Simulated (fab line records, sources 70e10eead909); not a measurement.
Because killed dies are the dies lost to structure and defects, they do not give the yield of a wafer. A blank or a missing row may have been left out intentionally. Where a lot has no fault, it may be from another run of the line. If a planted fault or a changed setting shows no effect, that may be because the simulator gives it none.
Which of the tools did it? -- flow nand harc -- 24 lots, 72 wafers sampled, at 6 steps of a route of 1159

## WHAT THE GAUGES SHOWED, per wafer
The record holds no reading of a measuring or inspecting step that can be judged against a usual standard deviation.

## WHAT TOOL EACH LOT RAN ON (gives the tool, then ch and the chambers of the sampled wafers, and finally the start)
lot,NHARC_P_GATE_STRIP_111,NHARC_P_CONTACT_DEP_30,NHARC_P_M0_DESCUM_14,NHARC_P_M0_DEP_32,NHARC_P_M2_PRE_CLEAN_30,NHARC_P_M2_PVD_21
L074,"plasma asher-01 ch 0,1, day 4 23:33","pecvd-01 ch 0,1,2, day 5 05:48","rie diel-10 ch 1,2,3, day 5 13:29","pecvd-02 ch 0,2, day 5 16:08","pvd sputter-02, no start","pvd sputter-02, no start"
L076,"plasma asher-02 ch 0,1, day 5 10:10","pecvd-01 ch 0,2, day 5 16:19","rie diel-10 ch 0,1,3, day 5 22:55","pecvd-02 ch 0,1,2, day 6 01:44","pvd sputter-03, no start","pvd sputter-03, no start"
L075,"plasma asher-02 ch 0,1, day 5 10:44","pecvd-04 ch 0,1,2, day 5 17:05","rie diel-09 ch 0,1,2, day 5 23:29","pecvd-02 ch 0,1,2, day 6 02:05","pvd sputter-03, no start","pvd sputter-03, no start"
L078,"plasma asher-01 ch 0,1, day 6 01:36","pecvd-03 ch 0,2, day 6 08:03","rie diel-09 ch 0,1,2, day 6 16:20","pecvd-03 ch 0,1,2, day 6 18:59","pvd sputter-02, no start","pvd sputter-02, no start"
L077,"plasma asher-02 ch 0,1, day 6 01:46","pecvd-04 ch 0,1,2, day 6 08:28","rie diel-10 ch 0,2,3, day 6 16:55","pecvd-03 ch 0,2, day 6 19:38","pvd sputter-01, no start","pvd sputter-01, no start"
L079,"plasma asher-01 ch 1, day 6 13:50","pecvd-01 ch 0,1, day 6 20:01","rie diel-04 ch 2,3, day 7 02:38","pecvd-04 ch 0,1, day 7 05:17","pvd sputter-02, no start","pvd sputter-02, no start"
L081,"plasma asher-02 ch 0,1, day 6 19:20","pecvd-04 ch 0,1, day 7 01:48","rie diel-10 ch 2,3, day 7 07:43","pecvd-04 ch 0,2, day 7 10:25","pvd sputter-03, no start","pvd sputter-03, no start"
L080,"plasma asher-01 ch 0,1, day 6 19:42","pecvd-03 ch 0,1, day 7 02:17","rie diel-10 ch 1,3, day 7 08:22","pecvd-03 ch 0,1, day 7 11:07","pvd sputter-02, no start","pvd sputter-02, no start"
L083,"plasma asher-01 ch 0,1, day 7 09:36","pecvd-01 ch 1,2, day 7 15:28","rie diel-09 ch 2,3, day 8 00:14","pecvd-03 ch 0,1,2, day 8 02:55","pvd sputter-03, no start","pvd sputter-03, no start"
L082,"plasma asher-01 ch 0,1, day 7 09:59","pecvd-04 ch 0,1,2, day 7 16:07","rie diel-09 ch 0,1,2, day 8 00:41","pecvd-02 ch 1,2, day 8 03:20","pvd sputter-02, no start","pvd sputter-02, no start"
L084,"plasma asher-02 ch 0,1, day 7 18:26","pecvd-01 ch 0,2, day 8 00:41","rie diel-10 ch 1,2,3, day 8 06:25","pecvd-03 ch 1,2, day 8 09:05","pvd sputter-02, no start","pvd sputter-02, no start"
L086,"plasma asher-01 ch 0,1, day 8 11:17","pecvd-03 ch 0,1, day 8 17:17","rie diel-09 ch 1,2,3, day 9 02:27","pecvd-02 ch 0,1,2, day 9 05:07","pvd sputter-01, no start","pvd sputter-01, no start"
L088,"plasma asher-02 ch 0,1, day 8 11:31","pecvd-04 ch 0,1, day 8 17:41","rie diel-04 ch 0,1,3, day 9 02:35","pecvd-03 ch 1,2, day 9 05:13","pvd sputter-02, no start","pvd sputter-02, no start"
L087,"plasma asher-01 ch 0,1, day 8 12:07","pecvd-03 ch 0,2, day 8 18:05","rie diel-04 ch 2,3, day 9 02:52","pecvd-02 ch 0,1,2, day 9 05:32","pvd sputter-03, no start","pvd sputter-03, no start"
L085,"plasma asher-01 ch 0,1, day 8 17:42","pecvd-03 ch 0,1, day 8 23:50","rie diel-09 ch 0,2, day 9 05:33","pecvd-03 ch 0,1,2, day 9 08:14","pvd sputter-03, no start","pvd sputter-03, no start"
L089,"plasma asher-01 ch 0,1, day 8 23:41","pecvd-01 ch 0,1,2, day 9 05:59","rie diel-10 ch 0,1, day 9 12:13","pecvd-02 ch 0,1,2, day 9 15:17","pvd sputter-02, day 9 22:08 or earlier","pvd sputter-03, day 9 22:08"
L090,"plasma asher-02 ch 0, day 9 09:50","pecvd-01 ch 0,1, day 9 16:03","rie diel-10 ch 0,1,2, day 10 02:48","pecvd-03 ch 0,2, day 10 05:36","pvd sputter-03, no start","pvd sputter-03, no start"
L092,"plasma asher-01 ch 1, day 9 11:19","pecvd-01 ch 0,1, day 9 17:45","rie diel-09 ch 0,1,3, day 10 02:34","pecvd-02 ch 1,2, day 10 05:13","pvd sputter-01, no start","pvd sputter-01, no start"
L091,"plasma asher-02 ch 0,1, day 9 11:31","pecvd-04 ch 0,2, day 9 17:57","rie diel-10 ch 0,1, day 10 03:10","pecvd-04 ch 0,1,2, day 10 05:49","pvd sputter-01, no start","pvd sputter-01, no start"
L093,"plasma asher-02 ch 1, day 9 22:24","pecvd-01 ch 0,1,2, day 10 04:25","rie diel-04 ch 1,3, day 10 10:17","pecvd-04 ch 0,1,2, day 10 12:55","pvd sputter-01, no start","pvd sputter-01, no start"
L094,"plasma asher-01 ch 0,1, day 10 07:03","pecvd-03 ch 1,2, day 10 13:00","rie diel-09 ch 0,2,3, day 10 20:38","pecvd-03 ch 0,1,2, day 10 23:17","pvd sputter-01, no start","pvd sputter-01, no start"
L097,"plasma asher-02 ch 0,1, day 10 14:40","pecvd-03 ch 0,2, day 10 20:59","rie diel-09 ch 0,1,2, day 11 05:18","pecvd-02 ch 0,1,2, day 11 07:59","pvd sputter-02, no start","pvd sputter-02, no start"
L095,"plasma asher-01 ch 0,1, day 10 14:56","pecvd-01 ch 1,2, day 10 21:11","rie diel-04 ch 0,3, day 11 05:49","pecvd-02 ch 0,1,2, day 11 08:55","pvd sputter-02, no start","pvd sputter-02, no start"
L096,"plasma asher-02 ch 0,1, day 10 15:40","pecvd-04 ch 0,1, day 10 22:15","rie diel-09 ch 0,1,3, day 11 06:42","pecvd-02 ch 0,2, day 11 09:25","pvd sputter-03, no start","pvd sputter-03, no start"
- NHARC_P_GATE_STRIP_111: strips in N2/H2, time 250 s.
- NHARC_P_CONTACT_DEP_30: deposits SiNx, target thk 30 nm.
- NHARC_P_M0_DESCUM_14: chemistry O2, time 3 s.
- NHARC_P_M0_DEP_32: deposits SiCN, target thk 30 nm.
- NHARC_P_M2_PRE_CLEAN_30: time 30 s.
- NHARC_P_M2_PVD_21: deposits Cu, target thk 30 nm, time 20.49 s.

## WHAT THE TOOLS THEMSELVES READ (means of the sampled wafers that have a number; where no wafer has one, the mark that the record gives instead)
NHARC_P_GATE_STRIP_111.
lot,tool,drypump motor current A (A),heater power w (W)
L074,plasma asher-01,5.4,93
L076,plasma asher-02,5.8,90
L075,plasma asher-02,5.8,90
L078,plasma asher-01,5.5,84
L077,plasma asher-02,5.8,90
L079,plasma asher-01,5.3,95
L081,plasma asher-02,5.8,89
L080,plasma asher-01,5.4,84
L083,plasma asher-01,5.5,85
L082,plasma asher-01,5.4,85
L084,plasma asher-02,6.2,91
L086,plasma asher-01,5.4,89
L088,plasma asher-02,6.2,91
L087,plasma asher-01,5.4,90
L085,plasma asher-01,5.4,85
L089,plasma asher-01,5.4,89
L090,plasma asher-02,5.3,92
L092,plasma asher-01,5.3,96
L091,plasma asher-02,6.2,88
L093,plasma asher-02,6.7,87
L094,plasma asher-01,5.4,89
L097,plasma asher-02,6.2,86
L095,plasma asher-01,5.4,85
L096,plasma asher-02,5.8,89

NHARC_P_CONTACT_DEP_30.
lot,tool,heater power w (W)
L074,pecvd-01,699
L076,pecvd-01,718
L075,pecvd-04,797
L078,pecvd-03,671
L077,pecvd-04,756
L079,pecvd-01,752
L081,pecvd-04,812
L080,pecvd-03,791
L083,pecvd-01,701
L082,pecvd-04,766
L084,pecvd-01,680
L086,pecvd-03,758
L088,pecvd-04,802
L087,pecvd-03,614
L085,pecvd-03,713
L089,pecvd-01,678
L090,pecvd-01,755
L092,pecvd-01,676
L091,pecvd-04,787
L093,pecvd-01,741
L094,pecvd-03,691
L097,pecvd-03,700
L095,pecvd-01,640
L096,pecvd-04,812

NHARC_P_M0_DESCUM_14.
lot,tool,chamber pressure mTorr (mTorr),drypump motor current A (A),oes product au (a.u.),rf vpp V (V),showerhead plenum p Torr (Torr),throttle valve pct (%)
L074,rie diel-10,60.02,5.5,0.996,57.9,1.92,11.312
L076,rie diel-10,59.96,5.4,1.010,58.7,1.99,11.308
L075,rie diel-09,59.93,5.8,0.993,57.5,1.89,11.316
L078,rie diel-09,60.03,5.8,0.991,57.1,1.89,11.309
L077,rie diel-10,59.98,5.4,1.003,57.8,1.91,11.313
L079,rie diel-04,60.02,5.4,1.005,57.5,1.82,11.305
L081,rie diel-10,59.98,5.4,0.995,56.6,1.84,11.312
L080,rie diel-10,59.94,5.4,0.998,57.6,1.99,11.320
L083,rie diel-09,59.99,6.0,0.994,58.0,1.95,11.307
L082,rie diel-09,60.00,5.8,0.997,57.4,1.89,11.309
L084,rie diel-10,60.01,5.5,1.002,57.0,1.92,11.317
L086,rie diel-09,60.01,5.9,0.997,58.2,1.91,11.314
L088,rie diel-04,59.99,5.7,1.008,58.3,1.87,11.298
L087,rie diel-04,59.98,5.5,0.992,57.6,1.82,11.303
L085,rie diel-09,60.02,6.0,0.995,57.4,1.88,11.313
L089,rie diel-10,59.94,5.3,0.998,57.7,2.05,11.314
L090,rie diel-10,60.03,5.3,0.998,57.9,1.98,11.308
L092,rie diel-09,59.96,5.7,0.989,58.1,1.95,11.311
L091,rie diel-10,60.02,5.3,0.994,58.0,2.05,11.308
L093,rie diel-04,60.01,5.9,1.001,57.8,1.89,11.308
L094,rie diel-09,60.04,5.9,0.997,58.1,1.94,11.303
L097,rie diel-09,60.00,5.8,1.000,57.1,1.89,11.308
L095,rie diel-04,60.02,5.6,0.992,56.6,1.85,11.320
L096,rie diel-09,60.00,5.7,0.993,57.5,1.95,11.318

NHARC_P_M0_DEP_32.
lot,tool,heater power w (W)
L074,pecvd-02,628
L076,pecvd-02,540
L075,pecvd-02,553
L078,pecvd-03,581
L077,pecvd-03,533
L079,pecvd-04,667
L081,pecvd-04,638
L080,pecvd-03,627
L083,pecvd-03,558
L082,pecvd-02,506
L084,pecvd-03,531
L086,pecvd-02,518
L088,pecvd-03,555
L087,pecvd-02,539
L085,pecvd-03,603
L089,pecvd-02,563
L090,pecvd-03,611
L092,pecvd-02,592
L091,pecvd-04,563
L093,pecvd-04,592
L094,pecvd-03,570
L097,pecvd-02,507
L095,pecvd-02,522
L096,pecvd-02,532

NHARC_P_M2_PRE_CLEAN_30.
lot,tool,heater power w (W)
L074,pvd sputter-02,380
L076,pvd sputter-03,369
L075,pvd sputter-03,369
L078,pvd sputter-02,350
L077,pvd sputter-01,402
L079,pvd sputter-02,369
L081,pvd sputter-03,372
L080,pvd sputter-02,373
L083,pvd sputter-03,389
L082,pvd sputter-02,372
L084,pvd sputter-02,350
L086,pvd sputter-01,407
L088,pvd sputter-02,363
L087,pvd sputter-03,374
L085,pvd sputter-03,380
L089,pvd sputter-02,350
L090,pvd sputter-03,380
L092,pvd sputter-01,414
L091,pvd sputter-01,435
L093,pvd sputter-01,419
L094,pvd sputter-01,386
L097,pvd sputter-02,377
L095,pvd sputter-02,389
L096,pvd sputter-03,360

NHARC_P_M2_PVD_21.
lot,tool,throttle valve pct (%)
L074,pvd sputter-02,29.4
L076,pvd sputter-03,29.2
L075,pvd sputter-03,30.8
L078,pvd sputter-02,29.5
L077,pvd sputter-01,29.6
L079,pvd sputter-02,29.1
L081,pvd sputter-03,29.2
L080,pvd sputter-02,29.7
L083,pvd sputter-03,29.9
L082,pvd sputter-02,29.3
L084,pvd sputter-02,29.2
L086,pvd sputter-01,29.2
L088,pvd sputter-02,29.3
L087,pvd sputter-03,30.2
L085,pvd sputter-03,28.5
L089,pvd sputter-03,30.0
L090,pvd sputter-03,29.2
L092,pvd sputter-01,29.4
L091,pvd sputter-01,30.0
L093,pvd sputter-01,28.9
L094,pvd sputter-01,29.4
L097,pvd sputter-02,30.3
L095,pvd sputter-02,30.5
L096,pvd sputter-03,30.2

## THE ANSWER, worked out from the rows above alone
Rule: usual is defined by the lots themselves. Put in order of their means at a reading, lots are off if they are a third of the lots or fewer, leave a main group of 4 or more, and stand apart from it by a gap of 3 or more times the standard deviation of the main group's means; of several such gaps the widest counts. If all means in a main group match to the digits the tables above print for the reading, that group is not used. Also off: a lot with no number at a reading for which 4 or more lots have one. Where the step has rows for the other lots, those lots are counted as sound. Order of review: gauges by route order, followed by the tools' own readings, for which a lot's mean as printed above is used. At the first step where some lot is off, the reading lying furthest off is the one used; lots without a number count as furthest.
None of the lots is off at any reading shown; this tells nothing.

## WHAT THE SIMULATOR HAD INSERTED
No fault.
